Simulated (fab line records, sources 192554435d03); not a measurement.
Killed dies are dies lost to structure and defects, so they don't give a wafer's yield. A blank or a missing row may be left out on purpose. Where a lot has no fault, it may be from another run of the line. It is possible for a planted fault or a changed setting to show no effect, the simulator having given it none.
Split-lot experiment :: flow n5-finfet :: route with 1938 steps; 7 lots, 39 wafers read

== ABOUT THE SPLIT ==
At N5_DUMMY_GATE_ETCH_37 (etches SOC in N2/H2, target depth 60 nm, overetch 30 nm), the setting source-w was moved away from the recipe's 840 W on 9 of the 39 wafers read, by -16.4% to +6.8%. For the rest of the wafers, this setting stayed at what the recipe calls for.

The split's own step is where the reading is taken.

== THE READING ==
rf-vpp-V, in V, at N5_DUMMY_GATE_ETCH_37 (etches SOC in N2/H2, target depth 60 nm, overetch 30 nm). On this fab line, fault-free wafers typically give 523.2 V with a standard deviation of 2.2 V.

wafer: L075.1
tool, chamber at the split: rie-diel-03, 3
source-w as run, W: 840
against the recipe: recipe
rf-vpp-V, V: 521.4
against lot-mates on the recipe: -

wafer: L075.2
tool, chamber at the split: rie-diel-03, 1
source-w as run, W: 840
against the recipe: recipe
rf-vpp-V, V: 527.0
against lot-mates on the recipe: -

wafer: L075.3
tool, chamber at the split: rie-diel-03, 2
source-w as run, W: 840
against the recipe: recipe
rf-vpp-V, V: 520.4
against lot-mates on the recipe: -

wafer: L075.4
tool, chamber at the split: rie-diel-03, 0
source-w as run, W: 840
against the recipe: recipe
rf-vpp-V, V: 526.4
against lot-mates on the recipe: -

wafer: L075.5
tool, chamber at the split: rie-diel-03, 2
source-w as run, W: 840
against the recipe: recipe
rf-vpp-V, V: 519.6
against lot-mates on the recipe: -

wafer: L075.6
tool, chamber at the split: rie-diel-03, 1
source-w as run, W: 840
against the recipe: recipe
rf-vpp-V, V: 528.4
against lot-mates on the recipe: -

wafer: L079.1
tool, chamber at the split: rie-diel-03, 0
source-w as run, W: 840
against the recipe: recipe
rf-vpp-V, V: 526.1
against lot-mates on the recipe: -

wafer: L079.2
tool, chamber at the split: rie-diel-03, 2
source-w as run, W: 840
against the recipe: recipe
rf-vpp-V, V: 519.8
against lot-mates on the recipe: -

wafer: L079.3
tool, chamber at the split: rie-diel-03, 1
source-w as run, W: 840
against the recipe: recipe
rf-vpp-V, V: 527.0
against lot-mates on the recipe: -

wafer: L079.4
tool, chamber at the split: rie-diel-03, 3
source-w as run, W: 840
against the recipe: recipe
rf-vpp-V, V: 520.9
against lot-mates on the recipe: -

wafer: L079.5
tool, chamber at the split: rie-diel-03, 3
source-w as run, W: 840
against the recipe: recipe
rf-vpp-V, V: 520.8
against lot-mates on the recipe: -

wafer: L079.6
tool, chamber at the split: rie-diel-03, 2
source-w as run, W: 840
against the recipe: recipe
rf-vpp-V, V: 520.1
against lot-mates on the recipe: -

wafer: L081.1
tool, chamber at the split: rie-diel-03, 1
source-w as run, W: 840
against the recipe: recipe
rf-vpp-V, V: 526.5
against lot-mates on the recipe: -

wafer: L081.3
tool, chamber at the split: rie-diel-03, 2
source-w as run, W: 840
against the recipe: recipe
rf-vpp-V, V: 519.5
against lot-mates on the recipe: -

wafer: L081.4
tool, chamber at the split: rie-diel-03, 0
source-w as run, W: 840
against the recipe: recipe
rf-vpp-V, V: 525.8
against lot-mates on the recipe: -

wafer: L082.1
tool, chamber at the split: rie-diel-03, 2
source-w as run, W: 840
against the recipe: recipe
rf-vpp-V, V: 521.5
against lot-mates on the recipe: -

wafer: L082.2
tool, chamber at the split: rie-diel-03, 0
source-w as run, W: 702.4
against the recipe: -16.4%
rf-vpp-V, V: 559.0
against lot-mates on the recipe: +35.8

wafer: L082.3
tool, chamber at the split: rie-diel-03, 1
source-w as run, W: 840
against the recipe: recipe
rf-vpp-V, V: 526.1
against lot-mates on the recipe: -

wafer: L082.4
tool, chamber at the split: rie-diel-03, 3
source-w as run, W: 702.4
against the recipe: -16.4%
rf-vpp-V, V: 552.6
against lot-mates on the recipe: +29.4

wafer: L082.5
tool, chamber at the split: rie-diel-03, 3
source-w as run, W: 840
against the recipe: recipe
rf-vpp-V, V: 522.1
against lot-mates on the recipe: -

wafer: L082.6
tool, chamber at the split: rie-diel-03, 2
source-w as run, W: 702.4
against the recipe: -16.4%
rf-vpp-V, V: 549.7
against lot-mates on the recipe: +26.5

wafer: L089.1
tool, chamber at the split: rie-diel-02, 3
source-w as run, W: 840
against the recipe: recipe
rf-vpp-V, V: 524.3
against lot-mates on the recipe: -

wafer: L089.2
tool, chamber at the split: rie-diel-02, 1
source-w as run, W: 840
against the recipe: recipe
rf-vpp-V, V: 524.1
against lot-mates on the recipe: -

wafer: L089.3
tool, chamber at the split: rie-diel-02, 0
source-w as run, W: 840
against the recipe: recipe
rf-vpp-V, V: 524.2
against lot-mates on the recipe: -

wafer: L089.4
tool, chamber at the split: rie-diel-02, 2
source-w as run, W: 840
against the recipe: recipe
rf-vpp-V, V: 521.9
against lot-mates on the recipe: -

wafer: L089.5
tool, chamber at the split: rie-diel-02, 1
source-w as run, W: 840
against the recipe: recipe
rf-vpp-V, V: 522.5
against lot-mates on the recipe: -

wafer: L089.6
tool, chamber at the split: rie-diel-02, 0
source-w as run, W: 840
against the recipe: recipe
rf-vpp-V, V: 522.3
against lot-mates on the recipe: -

wafer: L093.1
tool, chamber at the split: rie-diel-01, 0
source-w as run, W: 897
against the recipe: +6.8%
rf-vpp-V, V: 510.4
against lot-mates on the recipe: -12.6

wafer: L093.2
tool, chamber at the split: rie-diel-01, 3
source-w as run, W: 897
against the recipe: +6.8%
rf-vpp-V, V: 512.6
against lot-mates on the recipe: -10.4

wafer: L093.3
tool, chamber at the split: rie-diel-01, 1
source-w as run, W: 897
against the recipe: +6.8%
rf-vpp-V, V: 511.2
against lot-mates on the recipe: -11.8

wafer: L093.4
tool, chamber at the split: rie-diel-01, 2
source-w as run, W: 840
against the recipe: recipe
rf-vpp-V, V: 521.5
against lot-mates on the recipe: -

wafer: L093.5
tool, chamber at the split: rie-diel-01, 3
source-w as run, W: 840
against the recipe: recipe
rf-vpp-V, V: 523.9
against lot-mates on the recipe: -

wafer: L093.6
tool, chamber at the split: rie-diel-01, 0
source-w as run, W: 840
against the recipe: recipe
rf-vpp-V, V: 523.5
against lot-mates on the recipe: -

wafer: L094.1
tool, chamber at the split: rie-diel-01, 2
source-w as run, W: 792
against the recipe: -5.7%
rf-vpp-V, V: 531.2
against lot-mates on the recipe: +7.5

wafer: L094.2
tool, chamber at the split: rie-diel-01, 3
source-w as run, W: 792
against the recipe: -5.7%
rf-vpp-V, V: 534.0
against lot-mates on the recipe: +10.3

wafer: L094.3
tool, chamber at the split: rie-diel-01, 1
source-w as run, W: 792
against the recipe: -5.7%
rf-vpp-V, V: 533.9
against lot-mates on the recipe: +10.2

wafer: L094.4
tool, chamber at the split: rie-diel-01, 0
source-w as run, W: 840
against the recipe: recipe
rf-vpp-V, V: 523.9
against lot-mates on the recipe: -

wafer: L094.5
tool, chamber at the split: rie-diel-01, 1
source-w as run, W: 840
against the recipe: recipe
rf-vpp-V, V: 524.1
against lot-mates on the recipe: -

wafer: L094.6
tool, chamber at the split: rie-diel-01, 0
source-w as run, W: 840
against the recipe: recipe
rf-vpp-V, V: 523.0
against lot-mates on the recipe: -

FIT RESULTS
A straight line over all 39 wafers: rf-vpp-V changes by -1.83 V for each +1% of source-w; r = -0.97; the points scatter about the line by 2.6 V.
The same after taking each lot's own level away (the mean of its wafers on the recipe; 39 wafers): -1.82 V for each +1%; r = -0.97; scatter 2.5 V.
Per that fit: largest source-w move, reading shift of 30 V.
From 522.45 to 523.93 V: that is the span of the lots' own levels, equal to 0.7 times the standard deviation above.
The two slopes agree, so the slope changes little with the lot-to-lot level.
Check: for one of the wafers moved furthest among these (-16.4%), held out of the fit, the line's prediction against its lot-mates is +27.8 V. It came out at +35.8 V against them.
Tool readings at the split's step, against how far the setting was moved: rf-vpp-V r = -0.97.

== OTHER SPLITS ON THESE WAFERS ==
Before the reading, these wafers also passed through other splits. Each is held against what the fit with the lots' levels taken away leaves over:
other split on the same wafers: N5_DUMMY_GATE_CVD_03 target-thk-a
wafers away from the commonest value: 12
r with rf-vpp-V (lot level and that fit taken away): +0.04

== FILE'S OWN FIT ==
rf-vpp-V changes by -1.82 V for each +1% of source-w, r = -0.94.
